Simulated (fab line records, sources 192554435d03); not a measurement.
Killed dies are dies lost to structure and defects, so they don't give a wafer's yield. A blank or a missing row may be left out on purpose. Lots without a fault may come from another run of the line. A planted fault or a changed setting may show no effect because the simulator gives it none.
One fault seen from 3 desks | flow n5_finfet | each desk has only its own numbers; what lay behind them comes last

THE DEFECT DESK
What the inspections along the route counted, lot by lot: means of the sampled wafers that have a number. A lot is out of limits, marked OUT, if its mean lies more than 4 standard deviations from the usual mean; the brackets give that distance.
Columns: A = raw_defect_count at N5_BEOL_M2_INSPECT_30, usual 394
lot  | first seen here | A
L137 | day 7 08:32     | 412
L139 | day 8 04:26     | 1249 (+9.6) OUT
L141 | day 8 07:43     | 1229 (+9.4) OUT
L157 | day 12 09:49    | 501
This desk's finding: out of limits on L139, L141; first on L139, day 8 04:26 (raw_defect_count at N5_BEOL_M2_INSPECT_30). In limits: L137, L157.

THE METROLOGY DESK
What the gauges read, lot by lot, whatever tool the lot ran on: means of the sampled wafers that have a number. A lot is out of limits, marked OUT, if its mean lies more than 4 standard deviations from the usual mean; the brackets give that distance. Of its 10 readings 7 are shown: those that lie furthest out on some lot.
Columns: A = DIBL_N at N5_BEOL_M4_RC_MEAS_101, usual 36.5 mV/V; B = DIBL_P at N5_BEOL_M4_RC_MEAS_101, usual 36.9 mV/V; C = IOFF_N at N5_BEOL_M4_RC_MEAS_101, usual 0.163 nA/um; D = IOFF_P at N5_BEOL_M4_RC_MEAS_101, usual 0.22 nA/um; E = SS_N at N5_BEOL_M4_RC_MEAS_101, usual 71.6 mV/dec; F = SS_P at N5_BEOL_M4_RC_MEAS_101, usual 73.4 mV/dec; G = VT_P at N5_BEOL_M4_RC_MEAS_101, usual -250 mV
lot  | first seen here | A    | B    | C     | D    | E    | F    | G
L137 | day 8 17:53     | 37.3 | 38.8 | 0.182 | 0.26 | 71.5 | 74.5 | -246
L141 | day 9 18:40     | 36.2 | 36.1 | 0.159 | 0.19 | 71.9 | 73.1 | -253
L139 | day 9 18:50     | 37.8 | 38.8 | 0.173 | 0.23 | 72.0 | 73.4 | -250
L157 | day 13 15:40    | 36.2 | 34.9 | 0.164 | 0.23 | 71.6 | 73.3 | -249
This desk's finding: nothing out of limits on any of the 4 lots.

THE TOOL OWNER'S DESK: rie_metal-02
The tool's own readings at N5_BEOL_M2_HM_OPEN_17 (chemistry Cl2/BCl3, target TiN, target depth 20 nm, overetch 6 nm): means of the sampled wafers that have a number, for each lot that ran on this tool. A lot is out of limits, marked OUT, if its mean lies more than 4 standard deviations from the usual mean; the brackets give that distance.
Columns: A = drypump_motor_current_A at N5_BEOL_M2_HM_OPEN_17, usual 5.7 A; B = mfc_ar_sccm at N5_BEOL_M2_HM_OPEN_17, usual 24.99 sccm; C = oes_product_au at N5_BEOL_M2_HM_OPEN_17, usual 0.69 a.u.; D = throttle_valve_pct at N5_BEOL_M2_HM_OPEN_17, usual 22.22 %
lot  | first seen here | A   | B     | C    | D
L137 | day 7 07:48     | 5.5 | 25.08 | 0.73 | 21.94
L139 | day 8 03:53     | 5.5 | 25.02 | 0.73 | 21.94
L141 | day 8 07:08     | 5.6 | 24.94 | 0.72 | 21.96
This desk's finding: nothing out of limits on any of the 3 lots.

PUT TOGETHER
The defect desk could have raised an alarm at day 8 04:26, on L139, L141.
The metrology desk saw nothing out of limits.
The tool owner's desk saw nothing out of limits.
The metrology desk has L139, L141 on record, within its limits.
The tool owner's desk has L139, L141 on record, within its limits.
Of the lots named, all ran N5_BEOL_M2_HM_OPEN_17 on rie_metal-02.

WHAT THE SIMULATOR HAD PUT IN
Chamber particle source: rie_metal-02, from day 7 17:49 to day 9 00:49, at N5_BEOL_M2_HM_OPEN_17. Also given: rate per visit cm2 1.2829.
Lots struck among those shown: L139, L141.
Hours from the fault's start to each desk's first reading out of limits: the defect desk, 11.
